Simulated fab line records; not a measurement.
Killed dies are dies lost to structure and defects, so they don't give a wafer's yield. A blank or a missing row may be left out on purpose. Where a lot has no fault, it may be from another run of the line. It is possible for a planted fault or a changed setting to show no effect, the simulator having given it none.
8D (eight disciplines) problem report, filled in by code -- flow n5Finfet -- the parts of the form that need people (team, actions taken, sign-off) are left out

== 1. THE ISSUE ==
headPressurePsi at N5_BEOL_M12_CMP_49 reads a mean of 1.0881 psi on 2 wafers of 2 lots; wafers without a fault read 1.0000 psi with a standard deviation of 0.0022. That is +40 standard deviations from the usual mean.
The step: polishes, stops on SiOC, t overpolish 20.6 s, target thk 320 nm.
The first sign was on wafer L882.6 at day 13 11:31, on cmp-01. Wafers with a number at this step in the record: 30, from 10 lots. By rule, "out" or "out of limits" means more than 4 standard deviations away from the usual mean. The other wafers with a number count as sound.

== 2. WHAT THIS IS AND IS NOT ==
question,is,is not
which readings at this step,headPressurePsi,"clearingPlatenRpm, motorCurrentA, overpolishRunS"
which lots,"L882, L883","L874, L878, L887, L889, L890, L891, L893, L895"
which wafers of those lots,"L882.6, L883.2","L882.1, L882.4, L883.3, L883.6"
read on which tools,cmp-01,"cmp-02, cmp-03"
when,from day 13 11:31,"up to then (8 sound wafers); but 20 sound wafers of L883, L887, L889, L890, L891, L893, L895 came after"

== 3. SUSPECTS, AND WHAT RULES EACH OUT ==
Counting: any tool at a process step up to the reading remains a suspect provided it ran every lot that is out. Sound lots after the first of them don't rule it out here, since some wafers of a struck lot are sound.
- cmp-01 at N5_BEOL_M12_CMP_49 (polishes, stops on SiOC, t overpolish 20.6 s, target thk 320 nm): kept. Ran every lot that is out, first one L882 (day 13 11:31); last sound lot up to then L878 (day 12 16:18). Its own headPressurePsi readings are out on those wafers.
- cmp-01, N5_BEOL_M12_CMP_49: wafers that are out in chamber 0, sound lot-mates in chambers 1, 2.
Left after counting: cmp-01 at N5_BEOL_M12_CMP_49.

== 4. THE CAUSE (what the simulator had put in) ==
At N5_BEOL_M12_CMP_49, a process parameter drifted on cmp-01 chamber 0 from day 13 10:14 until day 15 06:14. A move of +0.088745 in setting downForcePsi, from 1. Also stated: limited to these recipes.
Only this tool survived the counting.

== 5. SEQUENCE OF EFFECTS, ordered by route ==
Each row: a reading where the mean over the struck wafers with a number is more than 3 standard deviations away from the usual. Scope: only readings with a usual standard deviation given in the record; hours: median across lots of the time from each lot's start at the first step in this table that gives one to its start at this step; sigmas: change in usual standard deviations.
hours,step,reading,usual,on struck wafers,change,sigmas
0,N5_BEOL_M12_CMP_49,barrierFieldEndpointS,30.4 s,27.5,-2.9,-3.7
0,N5_BEOL_M12_CMP_49,headPressurePsi,1.0000 psi,1.0881,+0.0881,+40
The process steps in it:
- N5_BEOL_M12_CMP_49: polishes, stops on SiOC, t overpolish 20.6 s, target thk 320 nm.

== 6. WHAT WOULD HAVE CAUGHT IT SOONER ==
In this record the first reading out of limits was taken at day 13 11:31, 1 hour after the fault began at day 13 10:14.
